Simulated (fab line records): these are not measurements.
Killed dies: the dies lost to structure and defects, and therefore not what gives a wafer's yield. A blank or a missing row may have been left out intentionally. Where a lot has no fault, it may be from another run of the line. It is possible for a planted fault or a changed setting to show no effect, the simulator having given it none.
Comparing a struck lot with a sound one | flow nand-harc | 13 out of 1302 route steps
Sound: the wafers L513.3, L513.5, L513.6. Struck: wafer L525.4 (L525.2, L525.6, from the same lot, were not struck and are left out); the cause is given at the end.
Per side, at each step with rows, come the tool, then ch with its chambers, and then its first start. Under that, the readings that differ: sound wafers | struck wafers | difference of the means | sigmas: that difference in standard deviations of wafers without a fault.
alike: readings with means less than 2 such deviations apart, plus words and numbers identical on both sides. not compared: withheld readings, readings lacking a value on some wafer, bounds such as >300 that could conceal the same value, and numbers that have no deviation in the record and whose values overlap.
Wherever a step has rows on one side only, a row that says differs or no value, or a row with sigmas, the two part there. Numbers that have no deviation but don't overlap get no sigmas and don't part them. A reading missing from all wafers of one side parts the sides only when that side holds two or more wafers.

first, 6 steps without rows for these wafers: NHARC_A_STAIRCASE_SOFTBAKE_04 (time 170 s); NHARC_A_STAIRCASE_EBR_05; NHARC_A_STAIRCASE_EXPOSE_06 (exposes mask STAIR); NHARC_A_STAIRCASE_PEB_07 (peb time 130 s); NHARC_A_STAIRCASE_DEVELOP_08 (time 140 s); NHARC_A_STAIRCASE_HARDBAKE_10 (time 140 s).
NHARC_A_STAIRCASE_DESCUM_11: chemistry O2, time 3 s.
  sound on rie-diel-12 ch 0,3, day 16 14:26; struck on rie-diel-05 ch 1, day 21 05:55
  reading                     | sound       | struck | difference | sigmas
  drypump-motor-current-A (A) | 5.1 5.1 5.9 | 6.3    | +0.9       | +2
  alike: oes-product-au, rf-vpp-V, showerhead-plenum-p-Torr, throttle-valve-pct
  not compared: rf-hours-counter-h
then, 1 step without rows for these wafers: NHARC_A_STAIRCASE_TRIM_12 (chemistry O2, time 211.2 s).
NHARC_A_STAIRCASE_ETCH_13: etches the open film in C4F8/O2, target depth 100 nm, time 40.5 s.
  sound on rie-diel-12 ch 0,1,3; struck on rie-diel-05 ch 0
  alike: oes-product-au, rf-vpp-V
  not compared: rf-hours-counter-h
NHARC_A_STAIRCASE_TRIM_14: chemistry O2, time 211.2 s.
  sound on rie-diel-12 ch 0,1,2; struck on rie-diel-05 ch 3
  alike: drypump-motor-current-A, oes-product-au, rf-vpp-V, run-length-s, showerhead-plenum-p-Torr, throttle-valve-pct
  not compared: rf-hours-counter-h
NHARC_A_STAIRCASE_ETCH_15: etches the open film in C4F8/O2, target depth 100 nm, time 40.5 s.
  sound on rie-diel-12 ch 2,3; struck on rie-diel-05 ch 2
  alike: oes-product-au, rf-vpp-V
  not compared: rf-hours-counter-h
NHARC_A_STAIRCASE_TRIM_16: chemistry O2, time 211.2 s.
  sound on rie-diel-12 ch 0,1,2, day 16 15:12; struck on rie-diel-05 ch 0, day 21 06:38
  reading          | sound             | struck | difference | sigmas
  rf-vpp-V (V)     | 57.2 56.8 58.3    | 55.7   | -1.7       | -2
  run-length-s (s) | 232.0 232.2 232.4 | 150.5  | -81.7      | -99 or more
  alike: drypump-motor-current-A, oes-product-au, showerhead-plenum-p-Torr, throttle-valve-pct
  not compared: rf-hours-counter-h
NHARC_A_STAIRCASE_ETCH_17: etches the open film in C4F8/O2, target depth 100 nm, time 40.5 s.
  sound on rie-diel-12 ch 0,1,2; struck on rie-diel-05 ch 1
  alike: oes-product-au, rf-vpp-V
  not compared: rf-hours-counter-h

== WHERE THEY PART ==
Last at NHARC_A_STAIRCASE_TRIM_16 as far as this record goes, first at NHARC_A_STAIRCASE_DESCUM_11. Later steps at which nothing parts them and some readings are alike: NHARC_A_STAIRCASE_ETCH_17.

WHY: what had been put in by the simulator
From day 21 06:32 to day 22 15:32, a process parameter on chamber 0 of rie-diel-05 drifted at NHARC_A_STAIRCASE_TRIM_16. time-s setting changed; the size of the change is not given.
